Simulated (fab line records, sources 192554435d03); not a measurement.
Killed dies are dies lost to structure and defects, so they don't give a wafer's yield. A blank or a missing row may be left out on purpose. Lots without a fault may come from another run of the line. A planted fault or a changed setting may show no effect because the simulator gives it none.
Split-lot experiment | flow n5_finfet | 7 lots, 21 wafers read, on a route of 1938 steps

THE SPLIT
At N5_FIN_CUT_EXPOSE_05 (exposes mask FIN CUT), the setting dose_mj was moved away from the recipe's 45.75 on 5 of the 21 wafers read, by -6.9% to +7.4%. The other wafers ran this setting at the recipe's value.

FROM THE SPLIT TO THE READING: what the file shows between them, 2 steps
- N5_FIN_CUT_PEB_06: peb time 60 s
- N5_FIN_CUT_DEVELOP_07: develop time 30 s

THE READING
cd_nm, in nm, at N5_FIN_CUT_CD_MEAS_08 (target cd 29.1 nm). Fault-free wafers of this fab line usually give 29.14 nm, standard deviation 0.22 nm.

wafer  | tool, chamber at the split | dose_mj as run | against the recipe | cd_nm, nm | against lot-mates on the recipe
L078.1 | euv_scanner-01, 0          | 47.71          | +4.3%              | 29.96     | +0.92
L078.3 | euv_scanner-01, 0          | 47.71          | +4.3%              | 29.86     | +0.82
L078.6 | euv_scanner-01, 0          | 45.75          | recipe             | 29.04     | -
L079.1 | euv_scanner-01, 0          | 43.43          | -5.1%              | 28.18     | -1.14
L079.3 | euv_scanner-01, 0          | 45.75          | recipe             | 29.20     | -
L079.6 | euv_scanner-01, 0          | 45.75          | recipe             | 29.44     | -
L081.3 | euv_scanner-02, 0          | 45.75          | recipe             | 29.06     | -
L081.5 | euv_scanner-02, 0          | 45.75          | recipe             | 28.93     | -
L081.6 | euv_scanner-02, 0          | 49.14          | +7.4%              | 30.31     | +1.32
L088.1 | euv_scanner-02, 0          | 45.75          | recipe             | 29.58     | -
L088.3 | euv_scanner-02, 0          | 45.75          | recipe             | 28.86     | -
L088.4 | euv_scanner-02, 0          | 45.75          | recipe             | 29.01     | -
L090.2 | euv_scanner-01, 0          | 45.75          | recipe             | 29.04     | -
L090.4 | euv_scanner-01, 0          | 45.75          | recipe             | 29.22     | -
L090.5 | euv_scanner-01, 0          | 45.75          | recipe             | 29.22     | -
L092.1 | euv_scanner-01, 0          | 45.75          | recipe             | 29.19     | -
L092.3 | euv_scanner-01, 0          | 45.75          | recipe             | 29.08     | -
L092.5 | euv_scanner-01, 0          | 45.75          | recipe             | 29.15     | -
L095.1 | euv_scanner-02, 0          | 45.75          | recipe             | 29.73     | -
L095.3 | euv_scanner-02, 0          | 42.6           | -6.9%              | 27.99     | -1.64
L095.6 | euv_scanner-02, 0          | 45.75          | recipe             | 29.54     | -

THE FIT
A straight line over all 21 wafers: cd_nm changes by +0.169 nm for each +1% of dose_mj; r = +0.91; the points scatter about the line by 0.23 nm.
The same after taking each lot's own level away (the mean of its wafers on the recipe; 21 wafers): +0.209 nm for each +1%; r = +0.97; scatter 0.16 nm.
On that fit, the largest move of dose_mj shifts the reading by 1.5 nm.
The lots' own levels span 28.995 to 29.635 nm, that is 2.9 times the standard deviation above.
So the lot-to-lot level changes the slope: the two fits differ.
Check: with one of the wafers moved furthest among these (+7.4%) left out of the fit, the line predicts +1.64 nm for it against its lot-mates. It came out at +1.32 nm against them.

OTHER SPLITS ON THESE WAFERS
These wafers also went through other splits before the reading. Each is held against what the fit with the lots' levels taken away leaves over:
other split on the same wafers        | wafers away from the commonest value | r with cd_nm (lot level and that fit taken away)
N5_ZERO_LAYER_PECVD_02 time_s         | 6                                    | +0.13
N5_ZERO_LAYER_EXPOSE_08 dose_mj       | 6                                    | +0.03
N5_WELL_APT_PEB_06 peb_temp_c         | 8                                    | +0.05
N5_WELL_APT_DEVELOP_07 develop_time_s | 6                                    | +0.12
N5_FIN_SAQP_ETCH_65 time_s            | 6                                    | +0.17

THE WHOLE CHAIN: every reading that the file lists as answering this split, in the file's order
step                  | what it does                                                             | reading                                                               | change (the file's fit)               | r (the file's)
N5_FIN_CUT_CD_MEAS_08 | target cd 29.1 nm                                                        | cd_nm                                                                 | +0.209 nm for each +1% of the setting | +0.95
N5_FIN_CUT_ETCH_30    | etches underlayer in N2/H2, target depth 13 nm, time 10.4 s              | FIN_CUT.cd_offset_nm (the simulator's own value, which no gauge read) | +0.159 nm for each +1% of the setting | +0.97
N5_FIN_CUT_ETCH_20    | etches SiARC in CF4, target depth 26 nm, time 43.3 s                     | FIN_CUT.cd_offset_nm (the simulator's own value, which no gauge read) | +0.165 nm for each +1% of the setting | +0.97
N5_FIN_CUT_ETCH_21    | etches SOC in N2/H2, target depth 219 nm, overetch 43.8 nm, time 523.5 s | FIN_CUT.cd_offset_nm (the simulator's own value, which no gauge read) | +0.177 nm for each +1% of the setting | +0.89

THE FILE'S OWN FIT
cd_nm changes by +0.209 nm for each +1% of dose_mj, r = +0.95.
